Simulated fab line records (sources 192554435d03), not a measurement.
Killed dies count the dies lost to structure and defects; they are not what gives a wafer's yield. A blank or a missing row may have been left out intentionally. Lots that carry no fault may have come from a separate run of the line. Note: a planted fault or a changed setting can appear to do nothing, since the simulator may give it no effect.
Matching of chambers ; flow n5Finfet ; N5_MOL_CONTACT_COAG_ETCHBACK_134 on rieDiel-06: 4 sister chambers
The step etches SiO2 in CHF3, target depth 10 nm, time 6.7 s. 4 wafers are shown with their chamber, then 10 later ones without.

WAFERS, EACH WITH ITS CHAMBER
wafer;chamber;drypumpMotorCurrentA (A)
L082.1;1;6.4
L082.4;0;5.2
L088.2;3;5.1
L088.4;2;5.8

WAFERS MISSING THEIR CHAMBER
wafer;drypumpMotorCurrentA (A)
L088.6;5.8
L091.3;5.2
L091.4;5.8
L091.6;5.9
L093.2;5.8
L093.5;5.2
L093.6;6.3
L094.2;6.3
L094.4;5.1
L094.5;5.1

EACH ONE'S CHAMBER
wafer;from the rows above;in truth
L088.6;2;2
L091.3;can't be placed: 0 or 3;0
L091.4;2;2
L091.6;2;2
L093.2;2;2
L093.5;can't be placed: 0 or 3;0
L093.6;1;1
L094.2;1;1
L094.4;can't be placed: 3 or 0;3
L094.5;can't be placed: 3 or 0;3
Correctly placed: 6 of 10. Can't be placed from these rows: 4 (the true chamber is among the candidates in 4). Placed wrongly: 0.
How it was worked out, from the rows above alone: a wafer's distance from a chamber is the root of the sum, over the readings, of the square of ((its reading less the chamber's mean) divided by the reading's scatter). If the next closest chamber is less than 2 further off than the closest, the wafer can't be placed; otherwise it belongs to the closest. Each chamber's mean is taken over the wafers shown for it. The scatter: root of mean squared gap, hidden wafer to nearest shown wafer, with one shown wafer a chamber.
